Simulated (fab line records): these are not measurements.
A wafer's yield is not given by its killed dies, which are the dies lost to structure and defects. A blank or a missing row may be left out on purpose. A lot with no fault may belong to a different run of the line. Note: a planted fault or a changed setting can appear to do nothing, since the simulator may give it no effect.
Chamber matching + flow nand harc + NHARC_A_CHANNEL_FILL_D2_ETCHBACK_20 on rie diel-13 has 4 sister chambers
The step etches the open film in C4F8/O2/Ar, target depth 27 nm, time 13.5 s. 8 wafers are shown with their chamber, then 12 later ones without.

WAFERS, EACH WITH ITS CHAMBER
| wafer  | chamber | rf vpp V (V) | rf fwd power W (W) |
|--------|---------|--------------|--------------------|
| L087.1 | 2       | 984          | 584                |
| L087.4 | 1       | 986          | 592                |
| L088.2 | 3       | 984          | 588                |
| L088.4 | 2       | 984          | 583                |
| L088.5 | 0       | 977          | 587                |
| L090.1 | 1       | 985          | 591                |
| L090.3 | 3       | 985          | 585                |
| L090.4 | 0       | 978          | 591                |

WAFERS MISSING THEIR CHAMBER
| wafer  | rf vpp V (V) | rf fwd power W (W) |
|--------|--------------|--------------------|
| L091.2 | 984          | 584                |
| L091.3 | 984          | 592                |
| L091.5 | 986          | 582                |
| L093.1 | 977          | 590                |
| L093.3 | 983          | 584                |
| L093.5 | 987          | 590                |
| L095.2 | 986          | 595                |
| L095.4 | 979          | 590                |
| L095.5 | 977          | 592                |
| L097.2 | 985          | 584                |
| L097.3 | 986          | 592                |
| L097.4 | 983          | 585                |

THE CHAMBER EACH PASSED THROUGH
| wafer  | from the rows above          | in truth |
|--------|------------------------------|----------|
| L091.2 | can't be placed: 2 or 3      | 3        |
| L091.3 | can't be placed: 1 or 3      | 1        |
| L091.5 | can't be placed: 2 or 3 or 1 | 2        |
| L093.1 | 0                            | 0        |
| L093.3 | can't be placed: 2 or 3      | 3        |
| L093.5 | can't be placed: 1 or 3      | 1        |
| L095.2 | 1                            | 1        |
| L095.4 | 0                            | 0        |
| L095.5 | 0                            | 0        |
| L097.2 | can't be placed: 3 or 2      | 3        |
| L097.3 | 1                            | 1        |
| L097.4 | can't be placed: 2 or 3      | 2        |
Placed correctly: 5 of 12. From these rows, 7 cannot be placed; in 7 the true chamber is one of the candidates. Number placed wrongly: 0.
How it was worked out, from the rows above alone: a wafer's distance from a chamber is the root of the sum, over the readings, of the square of ((its reading less the chamber's mean) divided by the reading's scatter). The wafer belongs to the nearest chamber; if the next one is less than 2 further off, it can't be placed. For every chamber, the mean is computed from those of its wafers that are shown. The scatter is the square root of a quotient: the sum, over the shown wafers, of each reading's squared deviation from its chamber's mean, divided by wafers minus chambers.
